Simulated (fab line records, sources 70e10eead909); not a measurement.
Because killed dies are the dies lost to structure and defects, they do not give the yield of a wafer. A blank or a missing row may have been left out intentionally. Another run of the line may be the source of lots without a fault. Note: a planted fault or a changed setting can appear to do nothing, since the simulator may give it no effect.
Which tool was responsible? + flow nand_harc + 24 lots with 72 wafers sampled at 2 steps, on a route of 1159 steps

WHAT THE GAUGES READ, wafer by wafer
NHARC_A_SLIT_CD_MEAS_09: target cd 300 nm. Usual: 299.9 nm for cd_nm, sd 0.37.
| lot  | measured     | on        | cd_nm (nm)        | flag |
|------|--------------|-----------|-------------------|------|
| L075 | day 14 06:16 | cd_sem-03 | 299.9 299.8 300.4 |      |
| L074 | day 14 06:30 | cd_sem-02 | 300.2 299.8 300.3 |      |
| L076 | day 14 20:08 | cd_sem-03 | 300.1 299.9 299.7 |      |
| L077 | day 14 21:34 | cd_sem-03 | 299.6 300.2 299.3 |      |
| L080 | day 15 06:16 | cd_sem-01 | 300.5 299.8 300.4 |      |
| L078 | day 15 07:45 | cd_sem-02 | 300.5 299.8 300.2 |      |
| L079 | day 15 07:07 | cd_sem-01 | 300.0 300.0 299.3 |      |
| L081 | day 16 08:14 | cd_sem-01 | 299.8 299.6 299.9 |      |
| L082 | day 16 08:12 | cd_sem-03 | 299.5 299.5 299.4 |      |
| L084 | day 16 22:39 | cd_sem-03 | 300.5 300.2 300.0 |      |
| L083 | day 16 22:56 | cd_sem-02 | 300.1 300.1 300.4 |      |
| L088 | day 17 15:45 | cd_sem-03 | 300.0 299.7 299.8 |      |
| L085 | day 17 15:55 | cd_sem-02 | 300.7 300.2 300.2 |      |
| L086 | day 17 17:20 | cd_sem-01 | 299.9 300.6 300.6 |      |
| L090 | day 18 05:48 | cd_sem-02 | 299.8 299.5 300.2 |      |
| L091 | day 18 07:20 | cd_sem-02 | 299.5 299.5 300.1 |      |
| L089 | day 18 11:59 | cd_sem-02 | 299.6 299.5 299.9 |      |
| L087 | day 18 12:59 | cd_sem-03 | 299.9 300.2 300.1 |      |
| L093 | day 18 18:55 | cd_sem-03 | 299.3 299.3 300.1 |      |
| L092 | day 19 05:42 | cd_sem-02 | 299.4 300.0 299.8 |      |
| L096 | day 19 22:30 | cd_sem-03 | 300.3 300.1 299.8 |      |
| L094 | day 19 22:58 | cd_sem-01 | 299.7 299.6 299.7 |      |
| L095 | day 19 22:47 | cd_sem-02 | 299.8 300.2 299.9 |      |
| L097 | day 20 08:21 | cd_sem-02 | 299.7 299.5 300.2 |      |

EACH LOT AND THE TOOL THAT RAN IT (in order: tool; ch and the chambers of the sampled wafers; start)
| lot  | NHARC_A_SGD_CUT_STRIP_28                      |
|------|-----------------------------------------------|
| L075 | rie_diel-06 ch 0,1,3, day 14 06:16 or earlier |
| L074 | rie_diel-04 ch 0,3, day 14 06:30 or earlier   |
| L076 | rie_diel-04 ch 0,1,2, day 14 20:08 or earlier |
| L077 | rie_diel-08 ch 1,3, day 14 21:34 or earlier   |
| L080 | rie_diel-06 ch 0,1,3, day 15 06:16 or earlier |
| L078 | rie_diel-08 ch 1,2,3, day 15 07:45 or earlier |
| L079 | rie_diel-04 ch 0,1,3, day 15 07:07 or earlier |
| L081 | rie_diel-06 ch 1,2, day 16 08:14 or earlier   |
| L082 | rie_diel-04 ch 0,1,2, day 16 08:12 or earlier |
| L084 | rie_diel-06 ch 0,1,2, day 16 22:39 or earlier |
| L083 | rie_diel-08 ch 0,2,3, day 16 22:56 or earlier |
| L088 | rie_diel-04 ch 0,1, day 17 15:45 or earlier   |
| L085 | rie_diel-06 ch 0,1,2, day 17 12:35            |
| L086 | rie_diel-06 ch 0,1,2, day 17 12:38            |
| L090 | rie_diel-04 ch 2,3, day 18 05:48 or earlier   |
| L091 | rie_diel-08 ch 1,3, day 18 07:20 or earlier   |
| L089 | rie_diel-08 ch 2,3, day 18 11:59 or earlier   |
| L087 | rie_diel-04 ch 0,2,3, day 18 12:59 or earlier |
| L093 | rie_diel-04 ch 1,3, day 18 18:55 or earlier   |
| L092 | rie_diel-04 ch 0,3, day 19 05:42 or earlier   |
| L096 | rie_diel-04 ch 1,2,3, day 19 22:30 or earlier |
| L094 | rie_diel-08 ch 0,1, day 19 22:58 or earlier   |
| L095 | rie_diel-06 ch 0,2,3, day 19 22:47 or earlier |
| L097 | rie_diel-04 ch 0,2, day 20 08:21 or earlier   |
- NHARC_A_SGD_CUT_STRIP_28: strips in O2, time 20 s.

WHAT THE TOOLS THEMSELVES READ (means of the sampled wafers that have a number; where no wafer has one, the mark that the record gives instead)
NHARC_A_SGD_CUT_STRIP_28. Usual: drypump_motor_current_A 5.73 A, standard deviation 0.26; oes_product_au 1.000 a.u., standard deviation 0.0065; rf_vpp_V 57.8 V, standard deviation 0.84; showerhead_plenum_p_Torr 3.54 Torr, standard deviation 0.13; throttle_valve_pct 17.037 %, standard deviation 0.0088.
| lot  | tool        | drypump_motor_current_A (A) | oes_product_au (a.u.) | rf_vpp_V (V) | showerhead_plenum_p_Torr (Torr) | throttle_valve_pct (%) | flag |
|------|-------------|-----------------------------|-----------------------|--------------|---------------------------------|------------------------|------|
| L075 | rie_diel-06 | 5.50                        | 1.003                 | 57.1         | 3.56                            | 17.040                 |      |
| L074 | rie_diel-04 | 5.71                        | 1.007                 | 57.6         | 3.46                            | 17.025                 |      |
| L076 | rie_diel-04 | 5.84                        | 0.996                 | 57.9         | 3.45                            | 17.033                 |      |
| L077 | rie_diel-08 | 5.53                        | 1.003                 | 57.8         | 3.45                            | 17.038                 |      |
| L080 | rie_diel-06 | 5.50                        | 1.003                 | 57.6         | 3.56                            | 17.048                 |      |
| L078 | rie_diel-08 | 5.60                        | 1.002                 | 57.6         | 3.51                            | 17.030                 |      |
| L079 | rie_diel-04 | 5.76                        | 0.999                 | 58.3         | 3.51                            | 17.025                 |      |
| L081 | rie_diel-06 | 5.70                        | 1.003                 | 58.3         | 3.58                            | 17.049                 |      |
| L082 | rie_diel-04 | 5.83                        | 0.995                 | 58.0         | 3.45                            | 17.040                 |      |
| L084 | rie_diel-06 | 5.58                        | 0.995                 | 58.3         | 3.63                            | 17.030                 |      |
| L083 | rie_diel-08 | 5.72                        | 1.004                 | 58.0         | 3.54                            | 17.041                 |      |
| L088 | rie_diel-04 | 5.58                        | 0.998                 | 57.8         | 3.37                            | 17.046                 |      |
| L085 | rie_diel-06 | 5.57                        | 0.998                 | 58.6         | 3.63                            | 17.039                 |      |
| L086 | rie_diel-06 | 5.58                        | 1.004                 | 58.1         | 3.63                            | 17.043                 |      |
| L090 | rie_diel-04 | 6.11                        | 1.001                 | 58.1         | 3.68                            | 17.034                 |      |
| L091 | rie_diel-08 | 5.52                        | 1.003                 | 58.5         | 3.49                            | 17.040                 |      |
| L089 | rie_diel-08 | 5.60                        | 1.006                 | 57.4         | 3.46                            | 17.043                 |      |
| L087 | rie_diel-04 | 5.96                        | 0.996                 | 58.1         | 3.54                            | 17.042                 |      |
| L093 | rie_diel-04 | 5.80                        | 1.003                 | 58.4         | 3.55                            | 17.030                 |      |
| L092 | rie_diel-04 | 5.76                        | 1.006                 | 57.1         | 3.46                            | 17.037                 |      |
| L096 | rie_diel-04 | 5.99                        | 0.999                 | 57.5         | 3.58                            | 17.037                 |      |
| L094 | rie_diel-08 | 5.73                        | 1.000                 | 58.8         | 3.58                            | 17.027                 |      |
| L095 | rie_diel-06 | 5.59                        | 0.999                 | 57.3         | 3.58                            | 17.039                 |      |
| L097 | rie_diel-04 | 6.05                        | 0.991                 | 57.8         | 3.47                            | 17.036                 |      |

THE ANSWER, worked out from the rows above alone
Rule: a lot is off if the mean of its wafers that have a number lies more than 3 standard deviations from the usual mean. Also off: a lot with no number at a reading for which 4 or more lots have one. All remaining lots with rows at the step are treated as sound. After the gauges, taken in route order, come the tools' own readings; for these a lot's mean is taken, as printed above. The first step at which some lot is off is used, and at that step the reading that is off furthest; a lot without a number counts as furthest.
No lot is off at any reading shown: from this, nothing can be told.

WHAT HAD BEEN PUT IN BY THE SIMULATOR
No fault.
